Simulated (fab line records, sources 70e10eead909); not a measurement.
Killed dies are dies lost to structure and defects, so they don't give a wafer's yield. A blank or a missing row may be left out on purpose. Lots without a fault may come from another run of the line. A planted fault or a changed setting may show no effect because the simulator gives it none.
Problem report in the 8D (eight disciplines) form, filled by code | flow nand_harc | the parts of the form that need people (team, actions taken, sign-off) are left out

1. THE PROBLEM
raw_defect_count at NHARC_A_DECK1_JOINT_INSPECT_05 reads a mean of 1242 on 1 wafer of 1 lot; wafers without a fault read 364 with a standard deviation of 150. That is +5.9 standard deviations from the usual mean.
First seen on wafer L960.1, day 15 08:20, on defect_inspect-01. The record holds 36 wafers of 12 lots with a number at this step. Rule for "out", or "out of limits": more than 4 standard deviations from the usual mean. The other wafers with a number count as sound.

2. WHAT IT IS AND WHAT IT IS NOT
question                    | is                | is not
which readings at this step | raw_defect_count  | -
which lots                  | L960              | L953, L955, L966, L968, L969, L971, L972, L973, L974, L975, L976
which wafers of those lots  | L960.1            | L960.3, L960.4
read on which gauges        | defect_inspect-01 | defect_inspect-02
when                        | from day 15 08:20 | up to then (8 sound wafers); but 27 sound wafers of L966, L968, L969, L971, L972, L973, L974, L975, L976 came after

3. SUSPECTS, AND WHAT RULES EACH OUT
Counting: a tool at a process step up to the reading stays a suspect if it ran every lot that is out. Sound lots after the first of them don't rule it out here, since some wafers of a struck lot are sound.
- the gauge at NHARC_A_DECK1_JOINT_INSPECT_05: ruled out. All the wafers that are out were read on defect_inspect-01, but those of them that NHARC_END_SORT_01 has rows for are out there too, on other tools.
- cmp-02 at NHARC_A_DECK1_JOINT_CMP_02 (polishes SiOx): kept. It ran the lot that is out, L960 (day 15 07:38); its last sound lot up to then is L955 (day 13 08:06).
- pecvd-01 at NHARC_A_DECK1_JOINT_DEP_16 (deposits SiO2, target thk 45 nm): kept. It ran the lot that is out, L960 (day 15 08:03); its last sound lot up to then is L953 (day 12 09:49).
- Within cmp-02 at NHARC_A_DECK1_JOINT_CMP_02: the wafers that are out ran in chamber 1; their sound lot-mates ran in chambers 0, 3.
Left after counting: cmp-02 at NHARC_A_DECK1_JOINT_CMP_02, pecvd-01 at NHARC_A_DECK1_JOINT_DEP_16.

4. THE CAUSE (what the simulator had put in)
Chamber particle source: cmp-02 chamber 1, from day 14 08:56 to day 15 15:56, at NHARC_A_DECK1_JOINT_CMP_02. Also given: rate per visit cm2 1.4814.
Counting left 2 suspects, and this tool is among them.

5. THE CHAIN OF EFFECTS, in route order
Each row: a reading whose mean over the struck wafers that have a number lies more than 3 standard deviations from the usual. Only readings for which the record gives a usual standard deviation are gone through. hours: the time from each lot's start at the first step in this table that gives one to its start at this step, as a median over the lots. sigmas: the change in usual standard deviations.
hours | step                           | reading          | usual | on struck wafers | change | sigmas
0     | NHARC_A_DECK1_JOINT_INSPECT_05 | raw_defect_count | 364   | 1242             | +878   | +5.9
295   | NHARC_END_SORT_01              | killed_at_array  | 59    | 510              | +451   | +28
295   | NHARC_END_SORT_01              | killed_dies      | 64    | 516              | +452   | +28
Later measuring or inspecting steps at which every struck wafer that the step has a row for has a number for every such reading, and none has moved that far: NHARC_A_ONON_D2_THK_MEAS_14, NHARC_A_ONON_D2_THK_MEAS_21.

6. WHAT WOULD HAVE CAUGHT IT SOONER
In this record the first reading out of limits at a measuring or inspecting step was taken at day 15 08:20, 23 hours after the fault began at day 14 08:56.
Of the tool readings at NHARC_A_DECK1_JOINT_CMP_02 for which the record gives a usual standard deviation, none was out on any struck wafer, so an alarm limit of 4 standard deviations on them would not have fired.
All the lots that are out (1) had begun NHARC_A_DECK1_JOINT_CMP_02 on cmp-02 by day 15 08:20. A hold on the tool at that time would have spared none of them.
